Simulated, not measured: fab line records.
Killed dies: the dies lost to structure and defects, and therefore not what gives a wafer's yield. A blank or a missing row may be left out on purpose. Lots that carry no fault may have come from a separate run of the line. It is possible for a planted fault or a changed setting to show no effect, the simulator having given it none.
Chamber matching    flow n5-finfet    N5_BEOL_M0_SAQP_ILD_DEP_01 on pecvd-04: 3 sister chambers
The step deposits SiOC from DEMS/O2, target thk 45.419 nm, time 8.7 s. 6 wafers are shown with their chamber, then 12 later ones without.

WAFERS, EACH WITH ITS CHAMBER
wafer   chamber  throttle-valve-pct (%)  showerhead-plenum-p-Torr (Torr)
L083.5  1        13.3                    5.694
L086.4  2        11.6                    5.666
L086.5  0        12.4                    5.699
L088.1  2        11.6                    5.674
L088.3  0        12.7                    5.690
L088.6  1        13.4                    5.681

WAFERS WITH NO CHAMBER GIVEN
wafer   throttle-valve-pct (%)  showerhead-plenum-p-Torr (Torr)
L089.3  13.5                    5.675
L089.4  11.5                    5.680
L089.6  13.2                    5.690
L090.4  11.6                    5.662
L090.5  11.6                    5.667
L090.6  13.1                    5.679
L095.1  11.6                    5.667
L095.3  12.4                    5.695
L095.5  13.4                    5.682
L097.2  13.3                    5.684
L097.3  12.5                    5.700
L097.4  11.7                    5.677

CHAMBER TAKEN BY EACH
wafer   from the rows above  in truth
L089.3  1                    1
L089.4  2                    2
L089.6  1                    1
L090.4  2                    2
L090.5  2                    2
L090.6  1                    1
L095.1  2                    2
L095.3  0                    0
L095.5  1                    1
L097.2  1                    1
L097.3  0                    0
L097.4  2                    2
Correctly placed: 12 of 12. Left unplaced by these rows: 0. 0 placed wrongly.
How it was worked out, from the rows above alone: a wafer's distance from a chamber is the root of the sum, over the readings, of the square of ((its reading less the chamber's mean) divided by the reading's scatter). The wafer belongs to the nearest chamber; if the next one is less than 2 further off, it can't be placed. A chamber's mean is the mean of its shown wafers. The scatter: take each reading less its chamber's mean, square it, sum over the shown wafers, divide by the number of wafers less the number of chambers, and take the root.
